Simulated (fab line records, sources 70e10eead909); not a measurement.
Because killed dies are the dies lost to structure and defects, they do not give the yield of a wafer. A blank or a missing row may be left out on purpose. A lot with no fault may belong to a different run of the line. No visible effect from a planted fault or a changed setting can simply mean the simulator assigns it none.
Chamber matching | flow nand-harc | NHARC_P_GATE_DESCUM_13 on rie-diel-09 has 4 sister chambers
The step chemistry O2, time 3 s. 8 wafers are shown with their chamber, then 10 later ones without.

WAFERS PAIRED WITH THEIR CHAMBERS
wafer  | chamber | drypump-motor-current-A (A) | rf-vpp-V (V)
L078.2 | 0       | 5.9                         | 56.9
L079.2 | 2       | 5.5                         | 57.8
L079.6 | 1       | 5.2                         | 57.7
L082.2 | 3       | 6.5                         | 58.0
L082.3 | 1       | 5.2                         | 58.4
L082.5 | 2       | 5.5                         | 58.6
L083.1 | 3       | 6.5                         | 57.9
L083.2 | 0       | 6.0                         | 58.2

WAFERS WITH NO CHAMBER GIVEN
wafer  | drypump-motor-current-A (A) | rf-vpp-V (V)
L083.3 | 5.2                         | 57.3
L087.3 | 5.5                         | 56.6
L087.5 | 6.6                         | 58.5
L087.6 | 6.0                         | 58.0
L096.2 | 6.6                         | 56.1
L096.3 | 6.0                         | 56.8
L096.5 | 5.5                         | 57.5
L097.3 | 5.9                         | 57.8
L097.5 | 5.6                         | 58.2
L097.6 | 5.2                         | 58.4

CHAMBER TAKEN BY EACH
wafer  | from the rows above | in truth
L083.3 | 1                   | 1
L087.3 | 2                   | 2
L087.5 | 3                   | 3
L087.6 | 0                   | 0
L096.2 | 3                   | 3
L096.3 | 0                   | 0
L096.5 | 2                   | 2
L097.3 | 0                   | 0
L097.5 | 2                   | 2
L097.6 | 1                   | 1
10 of 10 placed correctly. Left unplaced by these rows: 0. Placed wrongly: 0.
How it was worked out, from the rows above alone: a wafer's distance from a chamber is the root of the sum, over the readings, of the square of ((its reading less the chamber's mean) divided by the reading's scatter). If the next closest chamber is less than 2 further off than the closest, the wafer can't be placed; otherwise it belongs to the closest. The mean given for a chamber averages the wafers shown for that chamber. The scatter: the root of (the sum of the squares of (reading less its chamber's mean) over the shown wafers, divided by (wafers less chambers)).
